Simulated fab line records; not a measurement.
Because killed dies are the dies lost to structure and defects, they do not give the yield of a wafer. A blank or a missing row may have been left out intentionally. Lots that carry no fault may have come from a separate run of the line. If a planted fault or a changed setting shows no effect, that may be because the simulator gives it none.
fab line records	flow n5-finfet
record: lots: 24	wafers: 72	last-day: 17
route steps=1938 shown DUMMY_GATE@219 SD_EPI_N@277 SD_EPI_P@303 ILD0@340
lots untouched by any fault: they come from a run of this same line in which no faults occurred
start-h: hours from the record's first day to the start of the lot's first wafer shown	wait-h: how many hours have passed since the lot's step before this one	" unchanged from the row above	L1.1+2: a single row standing in for several wafers	- no value, or no start given	* or withheld: withheld	< > ~ a bound
route shown NAME@n: NAME is a module with steps in the file, n the number in the route of the first one	usual: mean/standard deviation of fault-free wafers	same: alike in all rows	chamber/n: place in a boat	sites: per-site readings	_std_site: standard deviation across them	_edge_site: inner sites' mean taken away from outer sites' mean	radius-mm: how far each site lies from the wafer's centre	mask NAME#n: copy n	behind: the tool/chamber that last shaped the wafer	hold: what put the lot on hold/how long, in hours/how the hold closed	device: the transistor (n, p or np) that didn't switch	end of line: at the end of the route, the tests of the same wafers	a step given without rows: its recipe and nothing more	killed: the dies lost at the first sort to structure and to defects; this is not the yield of the wafer	map: a wafer's dies, marking killed ones x, the rest . and places with no die _
set.NAME: the setting as run; set.NAME@STEP: as run at that earlier step	model.NAME: the simulator's own value behind a step, which no gauge read
a sample of lots followed through the steps of the route, with each step as a table and each wafer as a row
services: a tool's chamber out of use, with start hour (start-h, from the record's first day; less than 0 if before it), hours out, and reason
== steps ==
step: N5_DUMMY_GATE_THK_MEAS_05
usual: thk-nm: 71.7/1.2
lot.wafer	tool	chamber	start-h	wait-h	thk-nm
L074.1	film-metro-02	-	42.48	0.1	72.5
L074.2	"	-	"	"	71.3
L074.3	"	-	"	"	70.7
L075.1	film-metro-02	-	48.99	0.2	73.8
L075.3	"	-	"	"	73.6
L075.5	"	-	"	"	73.5
L076.1	film-metro-01	-	53.77	0.2	72.6
L076.4	"	-	"	"	73.9
L076.5	"	-	"	"	73.2
L077.1	film-metro-01	-	59.36	0.1	72.2
L077.3	"	-	"	"	71.3
L077.5	"	-	"	"	73.7
L078.1	film-metro-01	-	64.90	0.2	71.6
L078.5	"	-	"	"	74.0
L078.6	"	-	"	"	71.6
L079.1	film-metro-02	-	70.99	0.1	69.7
L079.3	"	-	"	"	71.8
L079.5	"	-	"	"	72.1
L080.2	film-metro-02	-	81.09	0.2	72.2
L080.3	"	-	"	"	73.8
L080.6	"	-	"	"	72.1
L081.1	film-metro-02	-	82.87	0.2	72.0
L081.3	"	-	"	"	71.5
L081.5	"	-	"	"	71.9
L082.2	film-metro-01	-	92.53	0.1	72.3
L082.3	"	-	"	"	73.0
L082.5	"	-	"	"	72.3
L083.2	film-metro-01	-	96.96	0.2	68.5
L083.3	"	-	"	"	72.0
L083.6	"	-	"	"	69.4
L084.1	film-metro-02	-	106.44	0.1	71.3
L084.5	"	-	"	"	72.7
L084.6	"	-	"	"	70.3
L085.2	film-metro-01	-	109.79	0.2	71.1
L085.3	"	-	"	"	71.7
L085.4	"	-	"	"	72.5
L086.1	film-metro-01	-	116.31	0.2	73.8
L086.3	"	-	"	"	71.9
L086.4	"	-	"	"	70.2
L087.2	film-metro-01	-	121.06	0.2	70.5
L087.3	"	-	"	"	72.2
L087.5	"	-	"	"	70.8
L088.2	film-metro-01	-	124.84	0.2	71.7
L088.3	"	-	"	"	72.7
L088.5	"	-	"	"	70.1
L089.1	film-metro-02	-	131.75	0.1	71.9
L089.2	"	-	"	"	73.1
L089.3	"	-	"	"	72.0
L090.1	film-metro-02	-	137.44	0.1	71.2
L090.5	"	-	"	"	71.1
L090.6	"	-	"	"	70.3
L091.1	film-metro-01	-	143.47	0.2	71.8
L091.3	"	-	"	"	70.7
L091.6	"	-	"	"	72.4
L092.1	film-metro-02	-	149.52	0.1	71.8
L092.2	"	-	"	"	73.0
L092.4	"	-	"	"	70.1
L093.3	film-metro-02	-	156.08	0.2	72.5
L093.5	"	-	"	"	70.0
L093.6	"	-	"	"	73.2
L094.2	film-metro-02	-	160.69	0.1	70.5
L094.5	"	-	"	"	71.4
L094.6	"	-	"	"	69.8
L095.1	film-metro-01	-	167.48	0.2	69.6
L095.2	"	-	"	"	71.5
L095.4	"	-	"	"	68.8
L096.4	film-metro-01	-	173.39	0.2	73.1
L096.5	"	-	"	"	71.9
L096.6	"	-	"	"	72.4
L097.1	film-metro-02	-	181.30	0.2	71.0
L097.2	"	-	"	"	72.7
L097.6	"	-	"	"	73.0
step: N5_DUMMY_GATE_CD_MEAS_15
recipe: target-cd-nm: 25.8	landing-energy-ev: 500	detector: se-inlens
usual: cd-nm: 25.05/0.23
lot.wafer	tool	chamber	start-h	wait-h	cd-nm
L074.1	cd-sem-01	0	47.66	-	25.10
L074.2	"	0	"	"	25.48
L074.3	"	0	"	"	25.44
L075.1	cd-sem-03	0	53.40	-	25.45
L075.3	"	0	"	"	24.97
L075.5	"	0	"	"	24.80
L076.1	cd-sem-02	0	58.20	-	24.88
L076.4	"	0	"	"	24.92
L076.5	"	0	"	"	25.05
L077.1	cd-sem-03	0	63.65	-	25.06
L077.3	"	0	"	"	25.06
L077.5	"	0	"	"	24.89
L078.1	cd-sem-02	0	69.35	-	24.97
L078.5	"	0	"	"	25.04
L078.6	"	0	"	"	24.71
L079.1	cd-sem-03	0	75.28	-	25.53
L079.3	"	0	"	"	25.22
L079.5	"	0	"	"	25.18
L080.2	cd-sem-01	0	85.38	-	24.78
L080.3	"	0	"	"	25.19
L080.6	"	0	"	"	25.25
L081.1	cd-sem-01	0	87.16	-	25.39
L081.3	"	0	"	"	25.12
L081.5	"	0	"	"	24.72
L082.2	cd-sem-01	0	96.83	-	24.96
L082.3	"	0	"	"	24.86
L082.5	"	0	"	"	24.82
L083.2	cd-sem-03	0	103.22	-	25.17
L083.3	"	0	"	"	25.04
L083.6	"	0	"	"	24.82
L084.1	cd-sem-03	0	112.68	-	25.32
L084.5	"	0	"	"	25.12
L084.6	"	0	"	"	25.05
L085.2	cd-sem-03	0	116.05	-	25.58
L085.3	"	0	"	"	24.84
L085.4	"	0	"	"	24.83
L086.1	cd-sem-02	0	122.68	-	25.35
L086.3	"	0	"	"	25.51
L086.4	"	0	"	"	25.07
L087.2	cd-sem-03	0	126.47	-	25.51
L087.3	"	0	"	"	25.20
L087.5	"	0	"	"	25.35
L088.2	cd-sem-01	0	129.13	-	25.14
L088.3	"	0	"	"	24.79
L088.5	"	0	"	"	24.99
L089.1	cd-sem-02	0	136.16	-	25.12
L089.2	"	0	"	"	25.29
L089.3	"	0	"	"	25.18
L090.1	cd-sem-01	0	141.80	-	24.56
L090.5	"	0	"	"	25.13
L090.6	"	0	"	"	24.77
L091.1	cd-sem-01	0	147.76	-	25.01
L091.3	"	0	"	"	25.33
L091.6	"	0	"	"	24.77
L092.1	cd-sem-01	0	153.82	-	25.09
L092.2	"	0	"	"	25.12
L092.4	"	0	"	"	25.11
L093.3	cd-sem-01	0	160.52	-	25.12
L093.5	"	0	"	"	25.11
L093.6	"	0	"	"	25.03
L094.2	cd-sem-02	0	167.06	-	25.03
L094.5	"	0	"	"	24.97
L094.6	"	0	"	"	25.07
L095.1	cd-sem-01	0	173.72	-	24.73
L095.2	"	0	"	"	24.82
L095.4	"	0	"	"	24.79
L096.4	cd-sem-01	0	177.85	-	24.81
L096.5	"	0	"	"	25.02
L096.6	"	0	"	"	24.98
L097.1	cd-sem-03	0	187.70	-	25.27
L097.2	"	0	"	"	24.93
L097.6	"	0	"	"	25.12
step: N5_SD_EPI_N_ETCHBACK_44
recipe: chemistry: CH3F/O2	mode: anisotropic-etchback	target: SiNx	target-depth-a: 145	stop-on: SiO2	over-etch-frac: 0.3	ion-energy-ev: 120	pressure-mtorr: 30	source-w: 395	bias-w: 73	Ar_flow_sccm: 150	CH3F_flow_sccm: 30	O2_flow_sccm: 20
usual: chamber-pressure-mTorr: 29.996/0.026	drypump-motor-current-A: 5.6/0.54	oes_o_777_au: 0.78/0.072	oes-product-au: 0.67/0.064	rf-vpp-V: 301/4.2	showerhead-plenum-p-Torr: 2.03/0.059	throttle-valve-pct: 16.44/0.22
lot.wafer	tool	chamber	start-h	wait-h	chamber-pressure-mTorr	drypump-motor-current-A	oes_o_777_au	oes-product-au	rf-hours-counter-h	rf-vpp-V	showerhead-plenum-p-Torr	throttle-valve-pct
L074.1	rie-diel-06	1	50.36	0.0	29.955	5.1	0.78	0.68	111	296	2.02	16.23
L074.2	"	0	"	"	29.985	4.9	0.95	0.80	4	304	1.96	16.17
L074.3	"	2	"	"	29.993	6.6	0.72	0.63	185	302	2.07	16.51
L075.1	rie-diel-01	0	56.20	0.0	30.010	5.1	0.89	0.77	18	306	1.96	16.29
L075.3	"	3	"	"	29.997	5.2	0.76	0.64	166	303	2.09	16.77
L075.5	"	3	"	"	29.978	5.2	0.75	0.64	-	303	2.09	16.78
L076.1	rie-diel-01	3	61.09	0.0	29.974	5.2	0.75	0.64	167	303	2.08	16.77
L076.4	"	2	"	"	29.968	6.1	0.79	0.66	147	298	2.09	16.41
L076.5	"	2	"	"	29.966	6.1	0.79	0.66	-	297	2.09	16.42
L077.1	rie-diel-06	2	67.99	0.0	29.994	6.6	0.72	0.63	190	303	2.07	16.51
L077.3	"	1	"	"	30.030	5.1	0.77	0.67	117	297	2.02	16.24
L077.5	"	2	"	"	29.996	6.6	0.72	0.63	-	302	2.07	16.50
L078.1	rie-diel-05	2	72.39	0.0	30.061	5.1	0.72	0.61	183	306	2.09	16.66
L078.5	"	0	"	"	30.029	6.5	0.71	0.60	-	298	1.99	16.33
L078.6	"	1	"	"	29.989	5.8	0.82	0.71	-	310	2.11	16.38
L079.1	rie-diel-06	2	78.55	0.0	29.968	6.6	0.72	0.62	195	302	2.07	16.51
L079.3	"	1	"	"	30.020	5.1	0.76	0.67	121	295	2.02	16.23
L079.5	"	2	"	"	29.953	6.6	0.72	0.62	-	302	2.07	16.52
L080.2	rie-diel-01	3	88.76	0.0	29.982	5.2	0.75	0.63	176	302	2.08	16.81
L080.3	"	2	"	"	30.028	6.1	0.79	0.66	155	295	2.08	16.45
L080.6	"	2	"	"	29.996	6.1	0.79	0.66	-	296	2.08	16.43
L081.1	rie-diel-01	2	90.66	0.0	30.018	6.1	0.78	0.65	156	294	2.08	16.44
L081.3	"	3	"	"	30.000	5.3	0.74	0.63	177	302	2.08	16.80
L081.5	"	3	"	"	29.954	5.2	0.74	0.63	-	303	2.08	16.80
L082.2	rie-diel-01	3	102.05	0.0	29.983	5.2	0.74	0.62	181	301	2.08	16.80
L082.3	"	1	"	"	30.005	5.9	0.68	0.58	238	299	1.97	16.61
L082.5	"	0	"	"	29.996	5.1	0.86	0.75	-	307	1.95	16.32
L083.2	rie-diel-01	0	106.08	0.0	29.976	5.1	0.85	0.75	34	306	1.95	16.31
L083.3	"	3	"	"	30.016	5.2	0.74	0.62	182	302	2.08	16.83
L083.6	"	1	"	"	29.959	5.9	0.68	0.59	-	299	1.97	16.61
L084.1	rie-diel-05	2	115.48	0.0	30.017	5.1	0.71	0.61	195	307	2.08	16.70
L084.5	"	3	"	"	30.024	5.7	0.87	0.76	-	297	2.12	15.93
L084.6	"	1	"	"	29.972	5.7	0.80	0.70	-	310	2.10	16.42
L085.2	rie-diel-06	2	118.76	0.0	30.002	6.6	0.71	0.61	210	302	2.07	16.54
L085.3	"	3	"	"	30.010	5.8	0.76	0.63	143	298	1.99	16.49
L085.4	"	2	"	"	29.969	6.6	0.72	0.62	-	303	2.07	16.54
L086.1	rie-diel-05	1	125.68	0.0	29.998	5.7	0.79	0.70	78	309	2.10	16.42
L086.3	"	0	"	"	30.032	6.6	0.70	0.59	220	296	1.99	16.38
L086.4	"	2	"	"	30.007	5.1	0.71	0.60	199	306	2.08	16.69
L087.2	rie-diel-01	2	129.31	0.0	30.054	6.1	0.78	0.65	167	295	2.08	16.45
L087.3	"	0	"	"	29.942	5.2	0.83	0.73	41	305	1.95	16.34
L087.5	"	0	"	"	30.019	5.1	0.84	0.74	-	305	1.95	16.32
L088.2	rie-diel-06	3	132.36	0.0	29.988	5.8	0.76	0.64	147	298	1.99	16.51
L088.3	"	2	"	"	29.968	6.6	0.70	0.60	214	304	2.06	16.56
L088.5	"	2	"	"	30.009	6.6	0.70	0.61	-	304	2.06	16.56
L089.1	rie-diel-06	3	139.95	0.0	29.972	5.8	0.75	0.63	150	296	1.99	16.51
L089.2	"	1	"	"	29.966	5.2	0.75	0.66	139	294	2.01	16.28
L089.3	"	2	"	"	29.980	6.6	0.71	0.61	216	301	2.06	16.56
L090.1	rie-diel-05	1	145.25	0.0	30.027	5.7	0.79	0.69	84	310	2.10	16.43
L090.5	"	1	"	"	29.989	5.8	0.80	0.69	-	309	2.10	16.44
L090.6	"	0	"	"	30.007	6.6	0.70	0.59	-	297	1.99	16.38
L091.1	rie-diel-01	2	150.47	0.0	29.973	6.1	0.77	0.64	175	295	2.08	16.47
L091.3	"	0	"	"	29.971	5.1	0.83	0.73	49	306	1.95	16.35
L091.6	"	0	"	"	30.004	5.2	0.83	0.73	-	305	1.95	16.35
L092.1	rie-diel-06	2	156.69	0.0	29.997	6.6	0.70	0.60	222	301	2.06	16.57
L092.2	"	0	"	"	30.041	4.9	0.87	0.73	41	302	1.95	16.26
L092.4	"	3	"	"	30.030	5.8	0.75	0.63	155	295	1.99	16.54
L093.3	rie-diel-01	2	164.03	0.0	30.008	6.0	0.76	0.63	182	296	2.07	16.47
L093.5	"	3	"	"	29.994	5.2	0.73	0.62	-	301	2.07	16.83
L093.6	"	0	"	"	29.996	5.2	0.82	0.71	-	304	1.95	16.37
L094.2	rie-diel-06	0	170.22	0.0	29.973	4.9	0.86	0.73	45	301	1.94	16.27
L094.5	"	2	"	"	29.974	6.6	0.70	0.61	-	303	2.06	16.58
L094.6	"	3	"	"	29.961	5.8	0.75	0.62	-	296	1.99	16.55
L095.1	rie-diel-01	0	176.55	0.0	30.013	5.2	0.81	0.71	60	306	1.95	16.37
L095.2	"	3	"	"	30.003	5.2	0.72	0.61	204	303	2.07	16.84
L095.4	"	2	"	"	30.051	6.1	0.76	0.63	187	296	2.07	16.49
L096.4	rie-diel-01	3	182.48	0.0	30.007	5.3	0.72	0.61	206	302	2.07	16.85
L096.5	"	0	"	"	29.959	5.2	0.81	0.72	-	306	1.95	16.36
L096.6	"	3	"	"	29.960	5.3	0.72	0.61	-	304	2.07	16.86
L097.1	rie-diel-05	0	190.95	0.0	30.045	6.6	0.69	0.58	242	299	1.98	16.41
L097.2	"	1	"	"	29.995	5.7	0.77	0.67	100	308	2.09	16.45
L097.6	"	0	"	"	29.975	6.6	0.69	0.58	-	297	1.98	16.41
step: N5_SD_EPI_P_CD_MEAS_09
recipe: target-cd-nm: 240	landing-energy-ev: 500	detector: se-inlens
usual: cd-nm: 239.7/0.83
lot.wafer	tool	chamber	start-h	wait-h	cd-nm
L074.1	cd-sem-03	0	54.19	-	239.0
L074.2	"	0	"	"	240.3
L074.3	"	0	"	"	238.9
L075.1	cd-sem-02	0	60.16	-	240.5
L075.3	"	0	"	"	240.6
L075.5	"	0	"	"	239.8
L076.1	cd-sem-03	0	64.97	-	238.8
L076.4	"	0	"	"	239.7
L076.5	"	0	"	"	239.0
L077.1	cd-sem-03	0	71.93	-	239.0
L077.3	"	0	"	"	239.4
L077.5	"	0	"	"	239.0
L078.1	cd-sem-01	0	76.31	-	239.6
L078.5	"	0	"	"	238.9
L078.6	"	0	"	"	241.1
L079.1	cd-sem-01	0	82.82	-	238.7
L079.3	"	0	"	"	239.9
L079.5	"	0	"	"	238.5
L080.2	cd-sem-02	0	92.95	-	239.6
L080.3	"	0	"	"	240.1
L080.6	"	0	"	"	240.4
L081.1	cd-sem-03	0	94.46	-	239.7
L081.3	"	0	"	"	239.4
L081.5	"	0	"	"	239.6
L082.2	cd-sem-01	0	106.14	-	238.2
L082.3	"	0	"	"	238.3
L082.5	"	0	"	"	238.2
L083.2	cd-sem-01	0	110.05	-	240.9
L083.3	"	0	"	"	241.1
L083.6	"	0	"	"	241.1
L084.1	cd-sem-03	0	119.68	-	240.8
L084.5	"	0	"	"	240.2
L084.6	"	0	"	"	239.6
L085.2	cd-sem-01	0	122.69	-	238.4
L085.3	"	0	"	"	240.1
L085.4	"	0	"	"	240.1
L086.1	cd-sem-02	0	129.48	-	239.6
L086.3	"	0	"	"	239.5
L086.4	"	0	"	"	240.3
L087.2	cd-sem-01	0	133.24	-	239.7
L087.3	"	0	"	"	239.3
L087.5	"	0	"	"	239.9
L088.2	cd-sem-02	0	136.29	-	237.8
L088.3	"	0	"	"	238.7
L088.5	"	0	"	"	238.0
L089.1	cd-sem-03	0	144.62	-	239.0
L089.2	"	0	"	"	239.4
L089.3	"	0	"	"	239.4
L090.1	cd-sem-03	0	150.19	-	241.3
L090.5	"	0	"	"	240.1
L090.6	"	0	"	"	240.9
L091.1	cd-sem-01	0	154.45	-	239.9
L091.3	"	0	"	"	239.8
L091.6	"	0	"	"	240.0
L092.1	cd-sem-01	0	160.82	-	239.0
L092.2	"	0	"	"	240.1
L092.4	"	0	"	"	239.8
L093.3	cd-sem-03	0	167.96	-	239.4
L093.5	"	0	"	"	240.0
L093.6	"	0	"	"	239.9
L094.2	cd-sem-01	0	174.67	-	239.3
L094.5	"	0	"	"	239.0
L094.6	"	0	"	"	239.2
L095.1	cd-sem-03	0	180.57	-	239.2
L095.2	"	0	"	"	238.6
L095.4	"	0	"	"	239.3
L096.4	cd-sem-01	0	186.70	-	240.1
L096.5	"	0	"	"	240.2
L096.6	"	0	"	"	238.8
L097.1	cd-sem-02	0	194.89	-	238.9
L097.2	"	0	"	"	240.1
L097.6	"	0	"	"	239.7
step: N5_SD_EPI_P_ETCH_16
recipe: chemistry: CHF3/O2	target: SiO2	target-depth-a: 50	mask-material: SOC	pressure-mtorr: 30	source-w: 650	bias-w: 170	Ar_flow_sccm: 200	CHF3_flow_sccm: 50	O2_flow_sccm: 5	ion-energy-ev: 200
usual: CHF3_flow_sccm: 50.00/0.15	chamber-pressure-mTorr: 30.000/0.027	drypump-motor-current-A: 5.9/0.46	oes_o_777_au: 0.74/0.033	oes-product-au: 0.74/0.031	rf-vpp-V: 525/5.3	showerhead-plenum-p-Torr: 2.40/0.082	throttle-valve-pct: 18.93/0.18
lot.wafer	tool	chamber	start-h	wait-h	CHF3_flow_sccm	chamber-pressure-mTorr	drypump-motor-current-A	oes_o_777_au	oes-product-au	rf-hours-counter-h	rf-vpp-V	showerhead-plenum-p-Torr	throttle-valve-pct
L074.1	rie-diel-03	2	55.04	0.1	49.96	30.002	5.3	0.76	0.75	153	520	2.41	18.64
L074.2	"	1	"	"	49.69	29.988	6.5	0.76	0.75	151	522	2.40	18.91
L074.3	"	3	"	"	49.93	30.009	5.3	0.78	0.77	132	521	2.32	19.04
L075.1	rie-diel-03	0	60.86	0.1	49.96	29.997	5.9	0.71	0.72	198	524	2.31	19.05
L075.3	"	2	"	"	50.14	29.970	5.3	0.76	0.76	155	520	2.40	18.63
L075.5	"	0	"	"	50.07	29.973	5.9	0.71	0.72	-	526	2.31	19.06
L076.1	rie-diel-04	0	65.98	0.1	50.01	30.023	6.3	0.72	0.75	184	532	2.32	19.28
L076.4	"	1	"	"	49.94	30.000	6.0	0.76	0.75	-	520	2.52	18.90
L076.5	"	0	"	"	50.05	29.989	6.3	0.72	0.75	-	532	2.32	19.26
L077.1	rie-diel-03	0	72.64	0.1	50.19	30.022	5.9	0.70	0.72	205	526	2.30	19.06
L077.3	"	2	"	"	50.06	30.075	5.3	0.75	0.75	162	521	2.40	18.63
L077.5	"	0	"	"	50.07	30.013	5.9	0.70	0.72	-	525	2.30	19.06
L078.1	rie-diel-02	2	77.02	0.1	49.92	30.000	6.1	0.76	0.75	132	522	2.40	18.65
L078.5	"	3	"	"	49.78	29.988	6.7	0.69	0.68	-	530	2.49	19.08
L078.6	"	2	"	"	50.06	29.987	6.2	0.76	0.76	-	522	2.40	18.66
L079.1	rie-diel-02	2	83.52	0.1	49.87	29.996	6.1	0.76	0.76	134	523	2.40	18.66
L079.3	"	3	"	"	50.28	30.007	6.6	0.69	0.67	225	531	2.48	19.08
L079.5	"	1	"	"	50.07	29.977	6.2	0.79	0.77	-	520	2.33	18.76
L080.2	rie-diel-03	0	93.65	0.1	49.98	30.006	5.9	0.70	0.71	211	526	2.30	19.08
L080.3	"	1	"	"	50.10	30.037	6.5	0.77	0.74	155	523	2.39	18.93
L080.6	"	1	"	"	49.85	29.995	6.5	0.77	0.74	-	521	2.39	18.92
L081.1	rie-diel-04	3	95.17	0.1	50.14	30.020	6.0	0.76	0.74	152	535	2.52	18.91
L081.3	"	0	"	"	50.20	29.958	6.4	0.71	0.75	192	531	2.31	19.27
L081.5	"	3	"	"	50.13	29.988	6.0	0.75	0.74	-	534	2.52	18.91
L082.2	rie-diel-02	2	106.85	0.1	50.13	30.039	6.1	0.75	0.74	141	522	2.40	18.70
L082.3	"	3	"	"	49.83	29.980	6.6	0.69	0.67	232	532	2.48	19.08
L082.5	"	1	"	"	49.93	30.031	6.1	0.78	0.77	-	521	2.33	18.78
L083.2	rie-diel-03	1	111.08	0.1	49.98	30.004	6.5	0.75	0.74	161	521	2.39	18.93
L083.3	"	0	"	"	50.13	29.980	5.9	0.69	0.71	216	527	2.30	19.07
L083.6	"	3	"	"	50.06	30.037	5.3	0.75	0.75	-	520	2.31	19.06
L084.1	rie-diel-04	2	120.39	0.1	50.29	29.965	5.4	0.77	0.77	132	518	2.41	18.85
L084.5	"	1	"	"	49.76	29.996	6.0	0.74	0.74	-	519	2.51	18.93
L084.6	"	0	"	"	49.99	29.965	6.3	0.71	0.74	-	531	2.31	19.29
L085.2	rie-diel-04	2	123.39	0.1	50.01	29.972	5.4	0.76	0.77	133	520	2.41	18.86
L085.3	"	3	"	"	49.96	29.997	6.0	0.74	0.74	159	534	2.52	18.93
L085.4	"	1	"	"	49.95	30.028	6.0	0.73	0.75	-	520	2.51	18.93
L086.1	rie-diel-03	1	130.19	0.1	49.71	29.974	6.5	0.75	0.74	168	522	2.39	18.95
L086.3	"	3	"	"	49.94	29.981	5.3	0.75	0.74	159	522	2.31	19.05
L086.4	"	2	"	"	50.09	30.008	5.3	0.74	0.73	179	521	2.40	18.66
L087.2	rie-diel-03	2	133.95	0.1	49.94	29.986	5.3	0.73	0.73	180	521	2.39	18.67
L087.3	"	0	"	"	49.81	29.988	5.9	0.69	0.70	223	527	2.30	19.08
L087.5	"	3	"	"	50.07	30.045	5.3	0.75	0.73	-	522	2.31	19.08
L088.2	rie-diel-02	3	136.99	0.1	50.38	29.999	6.6	0.68	0.67	240	530	2.48	19.12
L088.3	"	2	"	"	49.93	30.053	6.1	0.74	0.74	148	523	2.40	18.70
L088.5	"	1	"	"	49.91	29.956	6.2	0.77	0.77	-	521	2.32	18.77
L089.1	rie-diel-02	1	145.32	0.1	50.08	30.022	6.2	0.77	0.76	137	521	2.32	18.78
L089.2	"	3	"	"	50.14	30.042	6.6	0.68	0.67	242	533	2.48	19.10
L089.3	"	2	"	"	50.01	29.992	6.1	0.75	0.74	150	521	2.40	18.70
L090.1	rie-diel-04	0	150.89	0.1	49.75	29.981	6.3	0.71	0.73	204	531	2.31	19.30
L090.5	"	2	"	"	50.28	29.995	5.4	0.76	0.76	-	518	2.41	18.90
L090.6	"	3	"	"	50.08	29.995	6.0	0.74	0.72	-	533	2.51	18.96
L091.1	rie-diel-03	0	155.15	0.1	49.85	29.973	5.9	0.69	0.69	230	527	2.30	19.09
L091.3	"	2	"	"	49.90	29.991	5.3	0.73	0.72	186	521	2.39	18.66
L091.6	"	3	"	"	50.30	30.004	5.3	0.75	0.74	-	523	2.31	19.06
L092.1	rie-diel-04	0	161.52	0.1	49.92	30.001	6.3	0.70	0.72	207	532	2.31	19.31
L092.2	"	2	"	"	49.88	30.005	5.4	0.75	0.76	146	518	2.41	18.88
L092.4	"	3	"	"	50.02	30.017	5.9	0.74	0.72	172	535	2.51	18.93
L093.3	rie-diel-04	3	168.66	0.1	49.71	30.012	6.0	0.74	0.72	174	533	2.51	18.97
L093.5	"	3	"	"	49.95	30.010	5.9	0.74	0.73	-	533	2.51	18.95
L093.6	"	2	"	"	50.20	30.029	5.4	0.75	0.76	-	518	2.41	18.91
L094.2	rie-diel-04	2	175.53	0.1	49.72	30.033	5.4	0.76	0.75	150	519	2.41	18.89
L094.5	"	0	"	"	50.16	30.033	6.3	0.70	0.73	-	532	2.31	19.30
L094.6	"	1	"	"	49.93	29.993	6.0	0.73	0.73	-	520	2.50	18.98
L095.1	rie-diel-02	2	181.27	0.1	49.96	29.994	6.1	0.74	0.73	161	522	2.39	18.70
L095.2	"	0	"	"	49.73	29.991	5.1	0.79	0.80	100	535	2.53	18.81
L095.4	"	2	"	"	49.85	29.984	6.2	0.73	0.73	-	521	2.39	18.71
L096.4	rie-diel-02	0	187.48	0.0	50.11	30.014	5.1	0.79	0.80	-	533	2.53	18.83
L096.5	"	1	"	"	49.96	30.001	6.1	0.76	0.75	-	522	2.32	18.80
L096.6	"	2	"	"	49.90	30.047	6.2	0.74	0.73	-	522	2.39	18.73
L097.1	rie-diel-03	1	195.60	0.1	50.02	29.978	6.5	0.75	0.72	185	522	2.38	18.97
L097.2	"	2	"	"	50.20	29.998	5.3	0.72	0.72	198	519	2.39	18.71
L097.6	"	1	"	"	50.10	30.006	6.4	0.74	0.71	-	522	2.38	18.98
step: N5_ILD0_CMP_07
recipe: stop-on: poly-Si	material: SiO2_flowable	t-overpolish-s: 1.18	post-cmp-clean: alkaline-brush	down-force-psi: 4.1491	platen-rpm: 51.796	pad-velocity-m-s: 1.0306	target-thk-nm: 138.88
usual: motor-current-A: 12.2/1
lot.wafer	tool	chamber	start-h	wait-h	motor-current-A
L074.2	cmp-03	1	61.76	0.1	10.9
L074.1	"	2	"	"	12.5
L074.3	"	3	"	"	11.2
L075.1	cmp-02	1	67.47	0.0	11.8
L075.3	"	3	"	"	13.5
L075.5	"	2	"	"	12.6
L076.1	cmp-03	0	73.77	0.1	13.9
L076.4	"	1	"	"	11.4
L076.5	"	0	"	"	13.9
L077.3	cmp-04	3	79.22	0.0	12.0
L077.1	"	1	"	"	9.6
L077.5	"	3	"	"	11.8
L078.1	cmp-02	2	85.13	0.1	13.0
L078.5	"	1	"	"	11.4
L078.6	"	2	"	"	12.5
L079.1	cmp-02	1	90.64	0.0	11.2
L079.3	"	3	"	"	12.9
L079.5	"	2	"	"	13.3
L080.2	cmp-03	2	102.92	0.2	12.0
L080.3	"	0	"	"	13.8
L080.6	"	1	"	"	11.9
L081.3	cmp-02	0	103.03	0.1	11.3
L081.1	"	2	"	"	13.2
L081.5	"	3	"	"	13.9
L082.2	cmp-02	1	113.58	0.1	11.3
L082.3	"	2	"	"	13.0
L082.5	"	0	"	"	12.2
L083.3	cmp-02	3	118.10	0.0	13.6
L083.2	"	0	"	"	11.8
L083.6	"	0	"	"	11.4
L084.1	cmp-02	3	127.04	0.1	13.5
L084.5	"	2	"	"	12.3
L084.6	"	3	"	"	13.7
L085.4	cmp-02	0	130.04	0.0	12.2
L085.2	"	1	"	"	11.5
L085.3	"	2	"	"	12.3
L086.3	cmp-03	1	137.17	0.1	11.7
L086.4	"	2	"	"	13.1
L086.1	"	3	"	"	11.2
L087.2	cmp-03	3	140.73	0.0	11.6
L087.3	"	0	"	"	14.8
L087.5	"	0	"	"	14.3
L088.2	cmp-03	1	144.50	0.1	11.4
L088.3	"	2	"	"	13.2
L088.5	"	3	"	"	10.8
L089.3	cmp-02	1	154.65	0.1	11.7
L089.1	"	2	"	"	12.2
L089.2	"	3	"	"	13.5
L090.1	cmp-02	2	158.61	0.1	12.7
L090.6	"	1	"	"	11.0
L090.5	"	2	"	"	13.0
L091.1	cmp-02	3	162.64	0.1	13.6
L091.3	"	1	"	"	12.0
L091.6	"	2	"	"	11.9
L092.1	cmp-03	3	168.49	0.0	11.5
L092.2	"	0	"	"	13.6
L092.4	"	2	"	"	12.6
L093.3	cmp-04	0	175.49	0.3	11.0
L093.5	"	2	"	"	11.5
L093.6	"	3	"	"	12.2
L094.2	cmp-02	2	182.56	0.1	11.9
L094.5	"	1	"	"	11.3
L094.6	"	2	"	"	12.6
L095.1	cmp-02	2	188.50	0.1	12.8
L095.4	"	3	"	"	13.1
L095.2	"	0	"	"	11.0
L096.4	cmp-04	2	194.17	0.1	11.4
L096.5	"	3	"	"	12.6
L096.6	"	0	"	"	11.4
L097.2	cmp-02	2	202.77	0.1	12.2
L097.1	"	3	"	"	13.3
L097.6	"	1	"	"	11.9
== services ==
tool	chamber	start-h	hours	kind
rie-diel-01	-	27.47	0.9	repair
rie-diel-06	1	35.52	4.5	repair
rie-diel-06	1	41.28	3.1	repair
cmp-02	-	50.33	4.0	pm
rie-diel-02	-	53.02	14.6	pm
cmp-03	-	55.30	0.9	repair
rie-diel-03	1	57.34	23.6	repair
rie-diel-04	3	60.92	12.0	repair
rie-diel-02	2	69.71	3.8	repair
rie-diel-02	1	71.07	1.3	repair
rie-diel-06	3	73.64	6.6	repair
cmp-03	-	89.20	2.3	repair
rie-diel-02	-	104.66	0.8	repair
cmp-03	-	114.49	0.3	repair
rie-diel-06	1	116.06	7.0	repair
rie-diel-04	-	117.44	2.2	repair
rie-diel-03	2	119.39	6.6	repair
rie-diel-02	-	126.83	2.8	pm
cmp-02	-	136.75	1.0	repair
cmp-02	-	157.28	1.2	repair
cmp-02	-	166.88	3.1	repair
cmp-03	-	172.84	7.8	repair
cmp-03	-	183.94	1.6	repair
rie-diel-01	1	194.65	3.8	repair
== key ==
fault none
